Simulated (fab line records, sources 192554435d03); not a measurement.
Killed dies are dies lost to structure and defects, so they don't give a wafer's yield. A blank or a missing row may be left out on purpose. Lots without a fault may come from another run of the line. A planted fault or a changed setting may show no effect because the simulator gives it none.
Chamber matching | flow n5_finfet | N5_BEOL_M7_DEP_56 on pecvd-03: 3 sister chambers
The step deposits SiCN from 3MS/NH3, target thk 10 nm, time 17.5 s. 6 wafers are shown with their chamber, then 9 later ones without.

WAFERS WITH THEIR CHAMBER
wafer  | chamber | throttle_valve_pct (%) | showerhead_plenum_p_Torr (Torr)
L087.4 | 1       | 9.7                    | 3.648
L087.5 | 2       | 8.1                    | 3.663
L087.6 | 0       | 9.7                    | 3.688
L092.1 | 1       | 9.5                    | 3.649
L092.2 | 0       | 9.9                    | 3.684
L092.3 | 2       | 8.4                    | 3.675

WAFERS WITHOUT THEIR CHAMBER
wafer  | throttle_valve_pct (%) | showerhead_plenum_p_Torr (Torr)
L093.2 | 9.6                    | 3.641
L093.3 | 9.9                    | 3.691
L093.4 | 9.5                    | 3.643
L095.1 | 8.2                    | 3.678
L095.4 | 8.0                    | 3.673
L095.5 | 9.6                    | 3.638
L097.3 | 9.8                    | 3.689
L097.4 | 9.7                    | 3.646
L097.5 | 10.0                   | 3.693

WHICH CHAMBER EACH WENT THROUGH
wafer  | from the rows above | in truth
L093.2 | 1                   | 1
L093.3 | 0                   | 0
L093.4 | 1                   | 1
L095.1 | 2                   | 2
L095.4 | 2                   | 2
L095.5 | 1                   | 1
L097.3 | 0                   | 0
L097.4 | 1                   | 1
L097.5 | 0                   | 0
Placed correctly: 9 of 9. Can't be placed from these rows: 0. Placed wrongly: 0.
How it was worked out, from the rows above alone: a wafer's distance from a chamber is the root of the sum, over the readings, of the square of ((its reading less the chamber's mean) divided by the reading's scatter). The wafer belongs to the nearest chamber; if the next one is less than 2 further off, it can't be placed. A chamber's mean is the mean of its shown wafers. The scatter: the root of (the sum of the squares of (reading less its chamber's mean) over the shown wafers, divided by (wafers less chambers)).
